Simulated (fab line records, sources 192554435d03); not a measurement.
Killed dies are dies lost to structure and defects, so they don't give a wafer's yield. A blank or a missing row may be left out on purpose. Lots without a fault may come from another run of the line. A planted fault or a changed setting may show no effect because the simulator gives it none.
fab line records | flow n5_finfet
record lots=9 wafers=27 last_day=16
route steps=1938 shown DUMMY_GATE@247 SPACER0@260 SD_EPI_N@267 BEOL_M4@1111
lots that met no fault: from a run of the same line without faults
start_h: hours from the record's first day to the start of the lot's first wafer shown | wait_h: hours since the lot's step before | " the same as in the row above | L1.1+2: a row that stands for several wafers | - no value, or no start given | * or withheld: withheld | < > ~ a bound
route shown NAME@n: a module of which the file shows steps, and the number in the route of the first | usual: mean/standard deviation of fault-free wafers | same: alike in all rows | chamber/n: place in a boat | sites: the reading at each site | _std_site: their standard deviation | _edge_site: outer sites' mean less inner sites' | radius_mm: how far each site lies from the wafer's centre | mask NAME#n: copy n | behind: the tool/chamber that last shaped the wafer | hold: why the lot was held/for how many hours/how that ended | device: the transistor (n, p or np) that didn't switch | end of line: the same wafers' tests at the end of the route | a step without rows: its recipe alone | killed: dies lost to structure and defects at the first sort, not the wafer's yield | map: a wafer's dies, x killed, . not, _ none there
set.NAME: the setting as run; set.NAME@STEP: as run at that earlier step | model.NAME: the simulator's own value behind a step, which no gauge read
steps of the route over a sample of lots; a table a step, a row a wafer
services: from which hour (start_h, from the record's first day; less than 0 if before it) a tool's chamber was out of use, for how many hours, and why
## steps
# step N5_DUMMY_GATE_ETCH_23
# recipe chemistry=HBr/Cl2/O2 HBr_flow_sccm=150 Cl2_flow_sccm=80 O2_flow_sccm=12 bias_w=102 target_depth_a=410 time_s=22.3 target=poly-Si mask_material=SiO2 pressure_mtorr=10 icp_w=800
# usual chamber_pressure_mTorr=10.000/0.0081 drypump_motor_current_A=5.6/0.41 he_backside_leak_sccm=2.8/0.4 oes_product_au=1.008/0.02 throttle_valve_pct=37.42/0.17
# same time_s=22.3
# columns lot.wafer tool chamber start_h wait_h chamber_pressure_mTorr drypump_motor_current_A he_backside_leak_sccm oes_product_au rf_hours_counter_h throttle_valve_pct
L603.3 rie_si-04 1 53.62 0.0 9.988 5.1 3.2 1.012 139 37.63
L603.5 " 3 " " 10.003 5.4 3.2 0.970 - 37.51
L603.6 " 0 " " 10.008 5.5 2.2 1.034 - 37.30
L604.2 rie_si-04 0 61.04 0.0 10.006 5.6 2.1 1.020 6 37.33
L604.4 " 3 " " 9.996 5.4 3.2 0.999 56 37.51
L604.5 " 3 " " 9.994 5.4 3.2 0.986 - 37.51
L605.2 rie_si-04 3 68.01 0.0 9.993 5.4 3.3 0.985 57 37.51
L605.4 " 2 " " 10.015 5.6 2.4 1.006 80 37.23
L605.5 " 0 " " 9.995 5.6 2.2 1.025 - 37.32
L606.1 rie_si-02 2 71.12 0.0 10.002 5.8 2.6 1.033 46 37.01
L606.3 " 0 " " 10.008 6.4 2.5 0.999 39 37.70
L606.5 " 0 " " 10.009 6.3 2.5 0.998 - 37.70
L609.1 rie_si-05 0 92.20 0.0 9.990 5.7 2.6 0.978 1 37.50
L609.2 " 2 " " 10.010 5.4 2.9 1.016 16 37.61
L609.5 " 0 " " 10.007 5.7 2.5 0.982 - 37.51
L610.1 rie_si-02 1 94.70 0.0 10.007 5.3 2.9 0.976 7 37.42
L610.3 " 3 " " 10.006 5.5 2.8 1.028 0 37.46
L610.4 " 0 " " 9.996 6.4 2.5 1.004 40 37.71
L616.1 rie_si-05 2 131.88 0.0 9.995 5.4 2.8 1.012 16 37.61
L616.3 " 0 " " 10.001 5.7 2.5 0.976 3 37.52
L616.5 " 3 " " 10.015 5.3 2.7 1.014 - 37.43
L617.3 rie_si-05 1 137.68 0.0 10.005 6.6 3.2 1.004 70 37.29
L617.5 " 3 " " 10.000 5.3 2.7 1.021 - 37.43
L617.6 " 1 " " 10.007 6.6 3.3 1.004 - 37.29
L622.1 rie_si-02 2 167.61 0.0 10.003 5.8 2.6 1.026 47 37.02
L622.3 " 1 " " 10.011 5.3 2.7 0.979 9 37.42
L622.4 " 0 " " 10.010 6.3 2.5 0.994 41 37.72
# step N5_DUMMY_GATE_ETCH_42
# recipe chemistry=CHF3/O2 target=SiO2 target_depth_a=35 time_s=31 ion_energy_ev=30 bias_w=12 pressure_mtorr=30 source_w=600 Ar_flow_sccm=200 CHF3_flow_sccm=50 O2_flow_sccm=5
# usual chamber_pressure_mTorr=29.997/0.028 drypump_motor_current_A=5.9/0.42 mfc_ar_sccm=200.0/0.62 oes_product_au=0.78/0.062 rf_vpp_V=42.5/0.93 showerhead_plenum_p_Torr=2.44/0.061 throttle_valve_pct=18.77/0.15
# same time_s=31
# columns lot.wafer tool chamber start_h wait_h chamber_pressure_mTorr drypump_motor_current_A mfc_ar_sccm oes_product_au rf_hours_counter_h rf_vpp_V showerhead_plenum_p_Torr throttle_valve_pct
L603.3 rie_diel-04 0 53.83 0.0 30.000 5.4 201.6 0.92 23 44.0 2.55 18.48
L603.5 " 3 " " 29.973 6.5 200.7 0.74 - 42.3 2.42 18.73
L603.6 " 0 " " 30.036 5.4 201.8 0.91 - 42.5 2.55 18.47
L604.2 rie_diel-03 2 61.25 0.0 30.022 5.5 200.6 0.76 161 41.8 2.40 18.57
L604.4 " 2 " " 29.981 5.5 199.4 0.77 - 42.7 2.40 18.57
L604.5 " 0 " " 30.042 6.3 200.3 0.77 - 42.9 2.40 18.72
L605.2 rie_diel-05 0 68.32 0.1 30.016 5.2 199.2 0.83 54 43.6 2.45 18.96
L605.4 " 2 " " 29.990 5.7 198.8 0.75 168 42.4 2.49 18.96
L605.5 " 2 " " 29.988 5.7 200.2 0.76 - 42.2 2.49 18.94
L606.1 rie_diel-03 3 71.35 0.1 29.997 5.6 200.3 0.73 170 43.0 2.40 18.86
L606.3 " 2 " " 29.998 5.4 200.5 0.76 166 42.3 2.40 18.59
L606.5 " 3 " " 30.044 5.6 200.2 0.73 - 43.6 2.40 18.85
L609.1 rie_diel-04 2 92.42 0.0 30.000 6.5 200.0 0.75 179 41.2 2.40 18.64
L609.2 " 3 " " 29.971 6.5 198.7 0.73 151 43.3 2.41 18.74
L609.5 " 2 " " 29.984 6.5 199.8 0.75 - 41.8 2.40 18.65
L610.1 rie_diel-05 1 94.92 0.0 30.059 5.8 201.1 0.75 143 41.4 2.51 18.82
L610.3 " 0 " " 30.009 5.2 200.5 0.83 62 42.4 2.45 18.98
L610.4 " 3 " " 29.963 5.7 199.0 0.91 26 43.5 2.55 18.73
L616.1 rie_diel-04 0 132.09 0.0 30.002 5.4 199.4 0.86 47 41.6 2.54 18.53
L616.3 " 3 " " 29.922 6.4 200.0 0.72 161 41.1 2.41 18.76
L616.5 " 0 " " 29.997 5.4 200.1 0.87 - 41.8 2.54 18.53
L617.3 rie_diel-05 1 137.89 0.0 29.985 5.8 200.4 0.75 155 43.5 2.50 18.81
L617.5 " 3 " " 29.976 5.7 200.0 0.88 - 42.5 2.55 18.74
L617.6 " 2 " " 29.981 5.7 200.5 0.74 - 42.1 2.48 18.97
L622.1 rie_diel-03 0 168.06 0.3 29.994 6.3 200.2 0.73 201 41.0 2.38 18.79
L622.3 " 1 " " 30.022 6.0 199.7 0.89 33 42.5 2.35 18.57
L622.4 " 3 " " 30.042 5.6 200.3 0.70 204 41.3 2.39 18.91
# step N5_SPACER0_ALD_08
# recipe material=SiNx target_thk_a=20 temp_c=400 ald_precursor_family=SiH2I2 ald_co_reactant=N2/H2-plasma pressure_torr=2
# usual chamber_pressure_Torr=2.000/0.0043 heater_power_w=837/81
# columns lot.wafer tool chamber start_h wait_h chamber_pressure_Torr heater_power_w since_wet_clean_h
L603.3 ald_sin-02 3 54.52 0.1 1.996 846 335
L603.5 " 1 " " 1.999 711 -
L603.6 " 0 " " 2.005 778 -
L604.2 ald_sin-03 0 61.94 0.1 2.002 838 48
L604.4 " 3 " " 2.005 875 48
L604.5 " 0 " " 1.999 844 -
L605.2 ald_sin-01 1 69.00 0.1 2.000 994 258
L605.4 " 2 " " 2.000 757 258
L605.5 " 3 " " 2.004 884 -
L606.1 ald_sin-01 0 72.38 0.1 1.996 882 262
L606.3 " 2 " " 2.001 744 262
L606.5 " 2 " " 2.004 757 -
L609.1 ald_sin-03 3 93.70 0.1 1.997 898 80
L609.2 " 0 " " 2.000 845 80
L609.5 " 0 " " 2.001 852 -
L610.1 ald_sin-01 2 95.68 0.1 1.988 767 285
L610.3 " 1 " " 2.003 985 285
L610.4 " 3 " " 2.003 889 285
L616.1 ald_sin-03 3 132.84 0.1 1.997 924 119
L616.3 " 1 " " 1.999 848 119
L616.5 " 0 " " 1.999 837 -
L617.3 ald_sin-01 0 138.57 0.1 2.001 894 328
L617.5 " 3 " " 1.997 916 -
L617.6 " 2 " " 1.998 754 -
L622.1 ald_sin-02 0 168.74 0.1 2.001 755 70
L622.3 " 3 " " 2.004 841 70
L622.4 " 2 " " 2.001 874 70
# step N5_SD_EPI_N_EXPOSE_06
# recipe mask_id=SD_N_BLK na=1.35 source_shape=conventional sigma_outer=0.8 polarization=unpolarized target_cd_nm=120 dose_mj=39.75
# usual exposure_dose_mJ_cm2=39.73/0.042
# columns lot.wafer tool chamber start_h wait_h mask exposure_dose_mJ_cm2
L603.3 arfi_scanner-02 0 54.84 - SD_N_BLK#0 39.73
L603.5 " 0 " " SD_N_BLK#0 39.67
L603.6 " 0 " " SD_N_BLK#0 39.74
L604.2 arfi_scanner-03 0 62.38 - SD_N_BLK#0 39.68
L604.4 " 0 " " SD_N_BLK#0 39.73
L604.5 " 0 " " SD_N_BLK#0 39.74
L605.2 arfi_scanner-03 0 69.32 - SD_N_BLK#0 39.71
L605.4 " 0 " " SD_N_BLK#0 39.74
L605.5 " 0 " " SD_N_BLK#0 39.76
L606.1 arfi_scanner-03 0 72.68 - SD_N_BLK#0 36.65
L606.3 " 0 " " SD_N_BLK#0 36.68
L606.5 " 0 " " SD_N_BLK#0 36.69
L609.1 arfi_scanner-02 0 94.13 - SD_N_BLK#0 39.71
L609.2 " 0 " " SD_N_BLK#0 39.75
L609.5 " 0 " " SD_N_BLK#0 39.80
L610.1 arfi_scanner-03 0 96.11 - SD_N_BLK#0 37.29
L610.3 " 0 " " SD_N_BLK#0 37.23
L610.4 " 0 " " SD_N_BLK#0 37.31
L616.1 arfi_scanner-02 0 133.27 - SD_N_BLK#0 39.71
L616.3 " 0 " " SD_N_BLK#0 39.66
L616.5 " 0 " " SD_N_BLK#0 39.66
L617.3 arfi_scanner-01 0 139.02 - SD_N_BLK#0 39.64
L617.5 " 0 " " SD_N_BLK#0 39.72
L617.6 " 0 " " SD_N_BLK#0 39.74
L622.1 arfi_scanner-01 0 169.05 - SD_N_BLK#0 39.77
L622.3 " 0 " " SD_N_BLK#0 39.74
L622.4 " 0 " " SD_N_BLK#0 39.73
# step N5_SD_EPI_N_CD_MEAS_09
# recipe target_cd_nm=120 landing_energy_ev=500 detector=se_inlens
# usual cd_nm=119.7/0.56
# columns lot.wafer tool chamber start_h wait_h cd_nm
L603.3 cd_sem-02 0 54.96 - 119.0
L603.5 " 0 " " 119.0
L603.6 " 0 " " 118.5
L604.2 cd_sem-02 0 62.50 - 120.1
L604.4 " 0 " " 120.1
L604.5 " 0 " " 120.1
L605.2 cd_sem-03 0 69.44 - 119.4
L605.4 " 0 " " 120.0
L605.5 " 0 " " 119.9
L606.1 cd_sem-03 0 72.81 - 113.3
L606.3 " 0 " " 113.0
L606.5 " 0 " " 113.8
L609.1 cd_sem-02 0 94.26 - 119.7
L609.2 " 0 " " 120.0
L609.5 " 0 " " 120.0
L610.1 cd_sem-03 0 96.23 - 116.0
L610.3 " 0 " " 116.6
L610.4 " 0 " " 115.6
L616.1 cd_sem-02 0 133.39 - 119.7
L616.3 " 0 " " 120.0
L616.5 " 0 " " 119.5
L617.3 cd_sem-02 0 139.13 - 120.1
L617.5 " 0 " " 119.6
L617.6 " 0 " " 119.1
L622.1 cd_sem-03 0 169.18 - 119.8
L622.3 " 0 " " 120.1
L622.4 " 0 " " 120.0
# step N5_BEOL_M4_RC_MEAS_101
# usual DIBL_N=36.1/1.3 DIBL_P=36.1/1.7 IOFF_N=0.154/0.022 IOFF_P=0.201/0.024 ION_N=675/8.9 ION_P=462/5.9 SS_N=71.5/0.49 SS_P=73.3/0.58 VT_N=250.0/2.7 VT_P=-251.3/2.7
# columns lot.wafer tool chamber start_h wait_h DIBL_N[mV/V] DIBL_P[mV/V] IOFF_N[nA/um] IOFF_P[nA/um] ION_N[uA/um] ION_P[uA/um] SS_N[mV/dec] SS_P[mV/dec] VT_N[mV] VT_P[mV]
L603.3 prober-02 0 170.07 0.3 34.0 33.8 0.133 0.171 662 449 71.7 72.9 250.9 -255.2
L603.5 " 0 " " 33.7 33.7 0.128 0.170 672 464 71.9 73.1 254.0 -254.0
L603.6 " 0 " " 33.8 33.5 0.129 0.167 662 456 71.2 72.6 252.7 -255.0
L604.2 prober-01 0 170.57 0.2 36.8 37.7 0.168 0.185 678 452 72.2 73.7 250.7 -254.7
L604.4 " 0 " " 36.0 36.4 0.146 0.172 662 452 71.3 73.7 251.7 -253.2
L604.5 " 0 " " 37.6 38.3 0.165 0.184 676 448 72.1 73.5 250.3 -254.9
L606.1 prober-01 0 187.55 0.0 36.1 37.1 0.179 0.224 685 463 71.1 73.4 247.2 -246.5
L606.3 " 0 " " 35.2 35.6 0.158 0.199 682 461 71.2 73.2 248.8 -250.6
L606.5 " 0 " " 34.5 35.4 0.144 0.200 669 465 71.1 73.5 252.7 -250.5
L605.2 prober-02 0 189.27 0.2 37.6 37.2 0.164 0.216 681 468 71.6 73.5 250.3 -249.2
L605.4 " 0 " " 38.4 38.5 0.181 0.235 684 468 72.1 73.9 248.3 -249.2
L605.5 " 0 " " 35.2 34.9 0.134 0.184 681 466 71.5 73.4 252.3 -253.5
L609.1 prober-02 0 212.89 0.0 36.1 34.8 0.155 0.202 669 464 71.9 72.5 250.6 -253.7
L609.2 " 0 " " 35.3 33.5 0.148 0.184 682 462 72.0 72.7 249.2 -254.6
L609.5 " 0 " " 35.4 33.9 0.141 0.189 674 465 71.2 73.1 253.0 -253.1
L610.1 prober-01 0 227.34 0.0 35.2 35.5 0.131 0.189 672 461 71.0 73.0 251.7 -250.1
L610.3 " 0 " " 36.0 35.5 0.134 0.192 668 463 71.3 72.4 250.1 -248.9
L610.4 " 0 " " 36.5 36.9 0.146 0.214 676 465 71.0 73.2 249.3 -249.1
L616.1 prober-02 0 261.64 0.0 36.6 35.2 0.166 0.215 678 455 71.7 73.0 246.1 -251.5
L616.3 " 0 " " 36.9 35.6 0.167 0.219 681 465 71.5 73.0 246.6 -250.9
L616.5 " 0 " " 36.5 35.4 0.162 0.207 685 461 71.4 73.1 246.0 -250.9
L617.3 prober-02 0 267.70 0.3 36.6 36.4 0.151 0.210 669 463 71.4 73.1 252.1 -252.0
L617.5 " 0 " " 36.5 36.1 0.146 0.202 671 459 71.2 73.2 249.7 -251.8
L617.6 " 0 " " 36.6 36.7 0.154 0.210 680 464 71.6 72.8 247.6 -253.2
L622.1 prober-02 0 293.24 0.0 38.8 38.7 0.206 0.234 693 465 72.0 74.5 246.4 -251.8
L622.3 " 0 " " 38.5 38.0 0.195 0.228 696 471 71.5 74.8 247.9 -251.2
L622.4 " 0 " " 36.1 35.9 0.144 0.182 675 458 71.0 73.2 250.5 -255.0
## services
# columns tool chamber start_h hours kind
rie_si-02 2 37.85 13.4 repair
arfi_scanner-02 - 39.35 1.3 pm
rie_si-05 3 42.88 5.7 repair
arfi_scanner-02 - 47.02 1.9 repair
ald_sin-03 2 52.80 3.3 repair
arfi_scanner-02 - 63.35 3.9 pm
arfi_scanner-03 - 76.69 4.9 pm
arfi_scanner-02 - 77.01 0.8 pm
rie_si-04 2 78.74 1.4 repair
rie_diel-03 2 79.31 3.5 repair
rie_diel-03 - 87.04 0.8 repair
rie_si-02 2 89.45 3.8 repair
ald_sin-03 1 89.88 3.2 repair
arfi_scanner-02 - 91.52 1.2 repair
rie_diel-04 3 95.97 9.2 repair
rie_diel-03 2 97.05 64.8 repair
arfi_scanner-03 - 99.76 1.3 pm
arfi_scanner-02 - 107.74 1.0 pm
rie_si-04 - 108.13 15.6 pm
rie_si-05 2 114.82 13.6 repair
arfi_scanner-03 - 121.81 3.0 pm
ald_sin-01 - 132.93 2.8 pm
arfi_scanner-03 - 139.97 1.0 pm
arfi_scanner-03 - 145.87 79.5 repair
## key
first_sign step=N5_SD_EPI_N_EXPOSE_06 reading=exposure_dose_mJ_cm2 direction=down sigmas=65 usual=39.73 struck=36.98
effect step=N5_SD_EPI_N_CD_MEAS_09 reading=cd_nm direction=down sigmas=8.8 usual=119.7 struck=114.7 through=control_loop
met_at N5_SD_EPI_N_EXPOSE_06
struck_lots L606,L610
rows_end L610.1,L610.3,L610.4
loop_trim step=N5_SD_EPI_N_EXPOSE_06 setting=dose lots=L610
not_acting_at N5_DUMMY_GATE_ETCH_23,N5_DUMMY_GATE_ETCH_42,N5_SPACER0_ALD_08
onset_between 69.32 72.68
fault kind=process_parameter_drift tool=arfi_scanner-03 chamber=- onset_h=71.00 steps=N5_SD_EPI_N_EXPOSE_06 channel=dose_mj offset=-3.0603 shape=step acts_in=these_recipes_only stated=39.75
# rows_end: these wafers met a further fault down the route, and their rows from its step on are left out
# loop_trim: a control loop set the setting to another value than it would have without faults
